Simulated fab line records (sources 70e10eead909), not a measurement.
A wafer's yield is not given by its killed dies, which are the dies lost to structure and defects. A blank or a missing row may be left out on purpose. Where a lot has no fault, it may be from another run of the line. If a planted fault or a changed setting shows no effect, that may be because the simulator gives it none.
Chamber matching || flow nand-harc || NHARC_A_CONTACT_DEP_58 on pecvd-01 has 3 sister chambers
The step deposits SiON, target thk 90 nm. 6 wafers are shown with their chamber, then 11 later ones without.

## WAFERS, EACH WITH ITS CHAMBER
{"wafer": "L085.3", "chamber": 0, "heater-power-w (W)": 845}
{"wafer": "L088.4", "chamber": 0, "heater-power-w (W)": 873}
{"wafer": "L089.4", "chamber": 1, "heater-power-w (W)": 810}
{"wafer": "L091.4", "chamber": 2, "heater-power-w (W)": 674}
{"wafer": "L091.5", "chamber": 1, "heater-power-w (W)": 718}
{"wafer": "L092.1", "chamber": 2, "heater-power-w (W)": 693}

## WAFERS WITH NO CHAMBER GIVEN
{"wafer": "L092.2", "heater-power-w (W)": 802}
{"wafer": "L092.3", "heater-power-w (W)": 688}
{"wafer": "L093.1", "heater-power-w (W)": 636}
{"wafer": "L093.4", "heater-power-w (W)": 647}
{"wafer": "L093.5", "heater-power-w (W)": 811}
{"wafer": "L095.2", "heater-power-w (W)": 721}
{"wafer": "L095.4", "heater-power-w (W)": 918}
{"wafer": "L095.6", "heater-power-w (W)": 751}
{"wafer": "L097.1", "heater-power-w (W)": 607}
{"wafer": "L097.2", "heater-power-w (W)": 698}
{"wafer": "L097.6", "heater-power-w (W)": 624}

## WHICH CHAMBER EACH ONE RAN IN
{"wafer": "L092.2", "from the rows above": "can't be placed: 1 or 0", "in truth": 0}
{"wafer": "L092.3", "from the rows above": "can't be placed: 2 or 1", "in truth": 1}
{"wafer": "L093.1", "from the rows above": 2, "in truth": 2}
{"wafer": "L093.4", "from the rows above": 2, "in truth": 2}
{"wafer": "L093.5", "from the rows above": "can't be placed: 1 or 0", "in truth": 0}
{"wafer": "L095.2", "from the rows above": "can't be placed: 2 or 1", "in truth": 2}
{"wafer": "L095.4", "from the rows above": 0, "in truth": 0}
{"wafer": "L095.6", "from the rows above": "can't be placed: 1 or 2", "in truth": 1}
{"wafer": "L097.1", "from the rows above": 2, "in truth": 2}
{"wafer": "L097.2", "from the rows above": "can't be placed: 2 or 1", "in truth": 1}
{"wafer": "L097.6", "from the rows above": 2, "in truth": 2}
Correctly placed: 5 of 11. Cannot be placed on the basis of these rows: 6; the candidates contain the true chamber in 6. 0 placed wrongly.
How it was worked out, from the rows above alone: a wafer's distance from a chamber is the root of the sum, over the readings, of the square of ((its reading less the chamber's mean) divided by the reading's scatter). If the next closest chamber is less than 2 further off than the closest, the wafer can't be placed; otherwise it belongs to the closest. A chamber's mean is the mean of its shown wafers. The scatter: take each reading less its chamber's mean, square it, sum over the shown wafers, divide by the number of wafers less the number of chambers, and take the root.
